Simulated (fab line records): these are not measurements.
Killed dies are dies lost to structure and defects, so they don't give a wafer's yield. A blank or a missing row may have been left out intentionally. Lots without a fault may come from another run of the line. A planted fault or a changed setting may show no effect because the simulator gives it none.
The tool behind it: which one?	flow nand-harc	21 lots, 63 wafers sampled, at 6 steps of a route of 1302

## WHAT THE GAUGES SHOWED, per wafer
No reading from a measuring or inspecting step in the record can be judged against a usual standard deviation.

## TOOL THAT RAN EACH LOT (tool first, then ch and the chambers of the sampled wafers, then the start)
lot	NHARC_A_CHANNEL_HOLE_D1_ETCH_33	NHARC_A_CHANNEL_FILL_D1_ETCHBACK_19	NHARC_A_DECK1_JOINT_ETCHBACK_07	NHARC_A_CHANNEL_HOLE_D2_ETCH_39	NHARC_A_CHANNEL_HOLE_D2_ETCH_26	NHARC_A_CHANNEL_HOLE_D2_STRIP_28
L074	har-etch-02 ch 0,1, day 8 17:36	rie-si-03 ch 0,2,3, day 9 20:32	rie-si-04 ch 0,2,3, day 10 20:23	rie-diel-13 ch 0,1,3, day 13 11:07 or earlier	har-etch-02 ch 0,1, day 13 11:07	rie-diel-10 ch 1,2,3, no start
L075	har-etch-02 ch 0,1, day 9 17:28	rie-si-02 ch 1,2, day 10 21:07	rie-si-04 ch 2,3, day 11 21:05	rie-diel-10 ch 0,1,3, day 14 07:17 or earlier	har-etch-02 ch 0,1, day 14 07:17	rie-diel-10 ch 1,2,3, no start
L077	har-etch-01 ch 0,1, day 9 21:29	rie-si-05 ch 0,2,3, day 10 21:09	rie-si-04 ch 1,2,3, day 11 20:57	rie-diel-10 ch 1,2,3, day 14 08:51 or earlier	har-etch-01 ch 0,1, day 14 08:51	rie-diel-02 ch 0,3, no start
L078	har-etch-02 ch 0,1, day 10 17:01	rie-si-02 ch 1,3, day 11 19:05	rie-si-04 ch 1,2, day 12 18:55	rie-diel-10 ch 0,2,3, day 15 03:38 or earlier	har-etch-01 ch 1, day 15 03:38	rie-diel-10 ch 0,2, no start
L079	har-etch-01 ch 1, day 10 17:11	rie-si-05 ch 2,3, day 11 19:06	rie-si-01 ch 0,2, day 12 21:08	rie-diel-02 ch 0,2, day 15 03:22 or earlier	har-etch-02 ch 1, day 15 03:22	rie-diel-10 ch 0,1,3, no start
L080	har-etch-01 ch 0,1, day 11 06:46	rie-si-03 ch 0,1,2, day 12 08:47	rie-si-01 ch 2,3, day 13 08:31	rie-diel-10 ch 0,1,2, day 15 14:41 or earlier	har-etch-01 ch 0,1, day 15 14:41	rie-diel-13 ch 0,1,3, no start
L081	har-etch-01 ch 0,1, day 11 13:20	rie-si-05 ch 0,1,3, day 12 15:22	rie-si-06 ch 0,2,3, day 13 15:44	rie-diel-13 ch 0,3, day 16 00:19 or earlier	har-etch-01 ch 0,1, day 16 00:19	rie-diel-10 ch 0,3, no start
L082	har-etch-01 ch 0,1, day 12 09:24	rie-si-03 ch 0,1,2, day 13 11:34	rie-si-01 ch 0,2, day 14 11:23	rie-diel-13 ch 0,3, day 17 18:29 or earlier	har-etch-02 ch 0,1, day 17 18:29	rie-diel-02 ch 1,2,3, no start
L083	har-etch-02 ch 0,1, day 12 10:16	rie-si-02 ch 1,2,3, day 13 11:34	rie-si-06 ch 0,1, day 14 11:26	rie-diel-10 ch 0,1,3, day 17 13:07 or earlier	har-etch-01 ch 0,1, day 17 13:07	rie-diel-10 ch 1,2,3, no start
L085	har-etch-02 ch 0,1, day 13 07:09	rie-si-03 ch 1,2,3, day 14 11:23	rie-si-06 ch 0,1,2, day 15 11:46	rie-diel-10 ch 0,2,3, day 18 04:59 or earlier	har-etch-02 ch 0,1, day 18 04:59	rie-diel-02 ch 0,2,3, no start
L084	har-etch-01 ch 0,1, day 13 11:33	rie-si-05 ch 0,2,3, day 14 11:22	rie-si-01 ch 0,1,3, day 15 11:45	rie-diel-13 ch 0,1,3, day 18 03:17 or earlier	har-etch-01 ch 0,1, day 18 03:17	rie-diel-13 ch 1,2,3, no start
L086	har-etch-02 ch 0, day 14 19:33	rie-si-05 ch 2,3, day 15 21:22	rie-si-01 ch 0,1,3, day 16 21:22	rie-diel-02 ch 2,3, day 19 03:52 or earlier	har-etch-02 ch 0,1, day 19 03:52	rie-diel-10 ch 2,3, no start
L089	har-etch-01 ch 0,1, day 14 23:41	rie-si-03 ch 0,1,3, day 16 01:37	rie-si-01 ch 2,3, day 17 01:28	rie-diel-10 ch 0,3, day 19 12:32 or earlier	har-etch-01 ch 0,1, day 19 12:32	rie-diel-13 ch 0,3, no start
L087	har-etch-02 ch 0,1, day 15 07:44	rie-si-02 ch 1,2,3, day 16 09:41	rie-si-06 ch 0,1,2, day 17 11:36	rie-diel-10 ch 0,1,2, day 20 00:02 or earlier	har-etch-02 ch 0,1, day 20 00:02	rie-diel-10 ch 1,2,3, no start
L091	har-etch-02 ch 0,1, day 15 17:47	rie-si-03 ch 1,2,3, day 16 21:12	rie-si-04 ch 1,2,3, day 17 23:26	rie-diel-13 ch 0,1,3, day 20 11:25 or earlier	har-etch-02 ch 0,1, day 20 11:25	rie-diel-10 ch 1,2, no start
L090	har-etch-01 ch 0,1, day 15 19:02	rie-si-05 ch 1,2, day 16 21:10	rie-si-01 ch 1,2,3, day 17 23:34	rie-diel-02 ch 0,3, day 20 11:25 or earlier	har-etch-01 ch 0,1, day 20 11:25	rie-diel-02 ch 0,2,3, no start
L092	har-etch-01 ch 0,1, day 16 17:56	rie-si-02 ch 2,3, day 17 19:49	rie-si-01 ch 0,3, day 18 19:48	rie-diel-10 ch 0,1,3, day 21 06:41 or earlier	har-etch-02 ch 0,1, day 21 06:41	rie-diel-02 ch 0,2,3, no start
L094	har-etch-01 ch 0,1, day 17 17:28	rie-si-03 ch 0,2,3, day 18 16:58	rie-si-06 ch 0,1,3, day 19 19:44	rie-diel-02 ch 0,1,2, day 22 13:00 or earlier	har-etch-01 ch 0,1, day 22 13:00	rie-diel-02 ch 0,2, day 22 14:08
L095	har-etch-01 ch 0,1, day 17 21:37	rie-si-05 ch 1,2,3, day 19 00:00	rie-si-06 ch 1,2, day 20 00:41	rie-diel-13 ch 1,2,3, day 22 17:11 or earlier	har-etch-01 ch 0, day 22 17:11	rie-diel-10 ch 0,2,3, no start
L096	har-etch-02 ch 0,1, day 17 22:52	rie-si-03 ch 1,2,3, day 19 00:00	rie-si-04 ch 0,1,3, day 20 00:42	rie-diel-10 ch 0,2,3, day 22 13:34 or earlier	har-etch-02 ch 0,1, day 22 13:34	rie-diel-10 ch 0,3, no start
L097	har-etch-01 ch 0,1, day 18 07:43	rie-si-02 ch 1,2, day 19 12:20	rie-si-04 ch 0,1,3, day 20 14:47	rie-diel-02 ch 2,3, day 22 23:48 or earlier	har-etch-02 ch 0,1, day 22 23:48	rie-diel-13 ch 1,2,3, no start
- NHARC_A_CHANNEL_HOLE_D1_ETCH_33: etches the open film in C4F8/O2/Ar, time 90 s, target depth 400 nm.
- NHARC_A_CHANNEL_FILL_D1_ETCHBACK_19: etches the open film in HBr/Cl2, target depth 5 nm, time 1.7 s.
- NHARC_A_DECK1_JOINT_ETCHBACK_07: etches the open film in HBr, target depth 105 nm, time 26.9 s.
- NHARC_A_CHANNEL_HOLE_D2_ETCH_39: etches the open film in N2/H2, target depth 260 nm, time 325 s.
- NHARC_A_CHANNEL_HOLE_D2_ETCH_26: etches the open film in C4F8/O2/Ar, time 224.1 s, target depth 300 nm.
- NHARC_A_CHANNEL_HOLE_D2_STRIP_28: strips in O2.

## AS READ BY THE TOOLS THEMSELVES (means over the sampled wafers that have a number; for cases with no such wafer, the mark the record gives instead)
NHARC_A_CHANNEL_HOLE_D1_ETCH_33. Usual: drypump-motor-current-A 5.7 A, standard deviation 0.54; showerhead-plenum-p-Torr 3.71 Torr, standard deviation 0.046; throttle-valve-pct 27.620 %, standard deviation 0.0089.
lot	tool	drypump-motor-current-A (A)	showerhead-plenum-p-Torr (Torr)	throttle-valve-pct (%)	flag
L074	har-etch-02	5.9	3.79	27.623	
L075	har-etch-02	5.5	3.76	27.621	
L077	har-etch-01	5.5	3.71	27.616	
L078	har-etch-02	5.5	3.75	27.616	
L079	har-etch-01	5.2	3.71	27.622	
L080	har-etch-01	5.4	3.70	27.613	
L081	har-etch-01	5.5	3.70	27.617	
L082	har-etch-01	5.8	3.69	27.622	
L083	har-etch-02	5.5	3.73	27.622	
L085	har-etch-02	5.5	3.73	27.621	
L084	har-etch-01	5.4	3.68	27.622	
L086	har-etch-02	6.3	3.76	27.614	
L089	har-etch-01	5.8	3.67	27.619	
L087	har-etch-02	5.9	3.74	27.619	
L091	har-etch-02	5.5	3.71	27.619	
L090	har-etch-01	5.5	3.67	27.618	
L092	har-etch-01	5.8	3.66	27.627	
L094	har-etch-01	5.8	3.65	27.618	
L095	har-etch-01	5.8	3.65	27.614	
L096	har-etch-02	5.8	3.72	27.622	
L097	har-etch-01	5.5	3.65	27.611	

NHARC_A_CHANNEL_FILL_D1_ETCHBACK_19. Usual: bias-w 100.0 W, standard deviation 0.31; drypump-motor-current-A 5.8 A, standard deviation 0.46; oes-product-au 0.998 a.u., standard deviation 0.0074; throttle-valve-pct 26.404 %, standard deviation 0.009.
lot	tool	bias-w (W)	drypump-motor-current-A (A)	oes-product-au (a.u.)	throttle-valve-pct (%)	flag
L074	rie-si-03	100.0	5.7	1.005	26.402	
L075	rie-si-02	100.3	6.4	1.004	26.405	
L077	rie-si-05	99.6	5.4	0.999	26.398	
L078	rie-si-02	100.0	6.0	1.000	26.404	
L079	rie-si-05	100.2	5.0	1.002	26.409	
L080	rie-si-03	100.3	5.7	0.997	26.409	
L081	rie-si-05	100.1	5.4	0.995	26.405	
L082	rie-si-03	99.8	5.7	1.001	26.398	
L083	rie-si-02	100.3	6.2	0.985	26.413	
L085	rie-si-03	100.0	5.8	1.002	26.398	
L084	rie-si-05	99.6	5.4	0.993	26.402	
L086	rie-si-05	100.2	5.0	1.003	26.400	
L089	rie-si-03	99.7	6.0	0.995	26.400	
L087	rie-si-02	100.0	6.1	0.995	26.408	
L091	rie-si-03	99.8	5.9	1.003	26.403	
L090	rie-si-05	99.8	5.3	0.997	26.404	
L092	rie-si-02	99.9	6.0	0.995	26.409	
L094	rie-si-03	100.1	5.7	0.997	26.408	
L095	rie-si-05	100.1	5.2	0.997	26.392	
L096	rie-si-03	99.8	5.9	0.992	26.400	
L097	rie-si-02	100.0	6.2	0.998	26.410	

NHARC_A_DECK1_JOINT_ETCHBACK_07. Usual: bias-w 59.96 W, standard deviation 0.16; drypump-motor-current-A 5.7 A, standard deviation 0.54; oes-product-au 0.998 a.u., standard deviation 0.0077; throttle-valve-pct 23.266 %, standard deviation 0.0093.
lot	tool	bias-w (W)	drypump-motor-current-A (A)	oes-product-au (a.u.)	throttle-valve-pct (%)	flag
L074	rie-si-04	59.97	5.5	0.999	23.256	
L075	rie-si-04	59.94	5.2	0.997	23.272	
L077	rie-si-04	59.91	5.2	1.005	23.269	
L078	rie-si-04	59.84	5.0	1.008	23.261	
L079	rie-si-01	60.03	6.3	0.995	23.259	
L080	rie-si-01	59.86	6.0	0.997	23.269	
L081	rie-si-06	59.97	5.5	0.995	23.272	
L082	rie-si-01	59.91	6.4	0.998	23.274	
L083	rie-si-06	59.92	5.2	0.997	23.266	
L085	rie-si-06	59.93	5.5	0.999	23.263	
L084	rie-si-01	60.04	5.7	0.995	23.267	
L086	rie-si-01	59.90	5.7	0.998	23.259	
L089	rie-si-01	60.04	5.6	0.994	23.263	
L087	rie-si-06	60.03	5.5	0.998	23.264	
L091	rie-si-04	60.12	5.2	0.999	23.270	
L090	rie-si-01	60.07	5.8	0.990	23.270	
L092	rie-si-01	60.02	5.8	0.998	23.272	
L094	rie-si-06	59.87	5.7	0.996	23.259	
L095	rie-si-06	60.06	5.6	1.001	23.260	
L096	rie-si-04	59.87	5.6	1.004	23.253	
L097	rie-si-04	60.09	5.5	1.006	23.265	

NHARC_A_CHANNEL_HOLE_D2_ETCH_39. Usual: bias-w 150.0 W, standard deviation 0.45; drypump-motor-current-A 5.8 A, standard deviation 0.39; oes-product-au 0.999 a.u., standard deviation 0.0079; rf-vpp-V 430.4 V, standard deviation 2.8; showerhead-plenum-p-Torr 2.04 Torr, standard deviation 0.088; throttle-valve-pct 14.171 %, standard deviation 0.0085.
lot	tool	bias-w (W)	drypump-motor-current-A (A)	oes-product-au (a.u.)	rf-vpp-V (V)	showerhead-plenum-p-Torr (Torr)	throttle-valve-pct (%)	flag
L074	rie-diel-13	150.2	5.7	1.000	429.1	2.00	14.173	
L075	rie-diel-10	150.0	5.8	0.996	433.2	2.12	14.164	
L077	rie-diel-10	150.2	5.6	0.999	430.7	2.04	14.166	
L078	rie-diel-10	150.0	5.9	0.997	431.5	2.06	14.172	
L079	rie-diel-02	150.1	5.4	1.000	429.1	1.98	14.177	
L080	rie-diel-10	149.9	5.7	0.995	431.3	2.07	14.175	
L081	rie-diel-13	150.1	6.1	0.996	430.0	2.03	14.176	
L082	rie-diel-13	150.2	6.0	1.004	430.0	2.00	14.176	
L083	rie-diel-10	150.4	5.8	0.999	433.8	2.12	14.168	
L085	rie-diel-10	150.1	5.9	0.999	431.3	2.06	14.172	
L084	rie-diel-13	150.2	5.7	1.004	428.3	1.99	14.171	
L086	rie-diel-02	149.8	5.4	1.001	427.8	1.97	14.164	
L089	rie-diel-10	150.3	6.1	1.000	433.4	2.14	14.177	
L087	rie-diel-10	150.3	5.7	0.993	431.1	2.07	14.175	
L091	rie-diel-13	150.1	5.7	1.002	429.2	1.99	14.175	
L090	rie-diel-02	149.8	5.7	1.003	432.5	2.10	14.163	
L092	rie-diel-10	149.7	5.8	1.003	432.9	2.12	14.175	
L094	rie-diel-02	149.8	5.6	1.001	427.6	1.97	14.176	
L095	rie-diel-13	149.9	5.8	0.999	428.8	1.98	14.171	
L096	rie-diel-10	149.9	5.9	1.009	431.0	2.06	14.173	
L097	rie-diel-02	150.4	5.4	0.994	428.1	1.97	14.165	

NHARC_A_CHANNEL_HOLE_D2_ETCH_26. Usual: drypump-motor-current-A 5.7 A, standard deviation 0.55; showerhead-plenum-p-Torr 3.68 Torr, standard deviation 0.045; throttle-valve-pct 24.584 %, standard deviation 0.0097.
lot	tool	drypump-motor-current-A (A)	showerhead-plenum-p-Torr (Torr)	throttle-valve-pct (%)	flag
L074	har-etch-02	5.9	3.76	24.592	
L075	har-etch-02	5.5	3.73	24.582	
L077	har-etch-01	5.8	3.68	24.572	
L078	har-etch-01	5.1	3.69	24.578	
L079	har-etch-02	5.1	3.70	24.593	
L080	har-etch-01	5.8	3.67	24.588	
L081	har-etch-01	5.5	3.67	24.584	
L082	har-etch-02	5.5	3.70	24.575	
L083	har-etch-01	5.8	3.66	24.599	
L085	har-etch-02	5.5	3.70	24.581	
L084	har-etch-01	5.5	3.65	24.591	
L086	har-etch-02	5.9	3.72	24.578	
L089	har-etch-01	5.5	3.64	24.577	
L087	har-etch-02	5.9	3.71	24.582	
L091	har-etch-02	5.9	3.71	24.584	
L090	har-etch-01	5.5	3.63	24.582	
L092	har-etch-02	5.5	3.67	24.569	
L094	har-etch-01	5.5	3.62	24.585	
L095	har-etch-01	6.1	3.60	24.580	
L096	har-etch-02	5.9	3.69	24.580	
L097	har-etch-02	5.9	3.69	24.592	

NHARC_A_CHANNEL_HOLE_D2_STRIP_28. Usual: drypump-motor-current-A 5.7 A, standard deviation 0.36; oes-product-au 0.999 a.u., standard deviation 0.0078; rf-vpp-V 57.7 V, standard deviation 0.89; showerhead-plenum-p-Torr 3.51 Torr, standard deviation 0.15; throttle-valve-pct 17.036 %, standard deviation 0.011.
lot	tool	drypump-motor-current-A (A)	oes-product-au (a.u.)	rf-vpp-V (V)	showerhead-plenum-p-Torr (Torr)	throttle-valve-pct (%)	flag
L074	rie-diel-10	5.6	0.998	57.8	3.54	17.042	
L075	rie-diel-10	5.7	0.999	58.0	3.54	17.035	
L077	rie-diel-02	5.7	1.002	57.6	3.64	17.030	
L078	rie-diel-10	5.8	0.996	57.5	3.48	17.044	
L079	rie-diel-10	5.8	0.998	58.3	3.65	17.032	
L080	rie-diel-13	5.6	0.997	58.2	3.46	17.039	
L081	rie-diel-10	6.1	0.998	58.4	3.68	17.036	
L082	rie-diel-02	5.7	0.998	58.3	3.42	17.032	
L083	rie-diel-10	5.6	1.002	57.8	3.54	17.039	
L085	rie-diel-02	5.6	1.002	58.1	3.52	17.024	
L084	rie-diel-13	5.8	0.996	57.4	3.44	17.043	
L086	rie-diel-10	5.8	0.998	57.5	3.53	17.037	
L089	rie-diel-13	6.1	1.000	58.2	3.51	17.034	
L087	rie-diel-10	5.6	0.994	57.9	3.53	17.035	
L091	rie-diel-10	5.5	0.996	57.7	3.45	17.036	
L090	rie-diel-02	5.6	1.000	57.2	3.52	17.036	
L092	rie-diel-02	5.6	0.997	57.6	3.52	17.027	
L094	rie-diel-02	5.5	1.007	57.6	3.53	17.039	
L095	rie-diel-10	5.9	1.004	57.9	3.56	17.036	
L096	rie-diel-10	6.1	1.012	57.3	3.68	17.046	
L097	rie-diel-13	5.8	1.004	57.0	3.43	17.037	

## THE ANSWER, worked out from the rows above alone
Rule: a lot counts as off when the mean over its wafers that have a number is more than 3 standard deviations away from the usual mean. Also off: a lot with no number at a reading for which 4 or more lots have one. The other lots that the step has rows for count as sound. First the gauges in route order, then the tools' own readings, where a lot's mean is used as printed above. The first step at which some lot is off is used, and at that step the reading that is off furthest; a lot without a number counts as furthest.
None of the lots is off at any reading shown; this tells nothing.

## WHAT WAS PUT IN BY THE SIMULATOR
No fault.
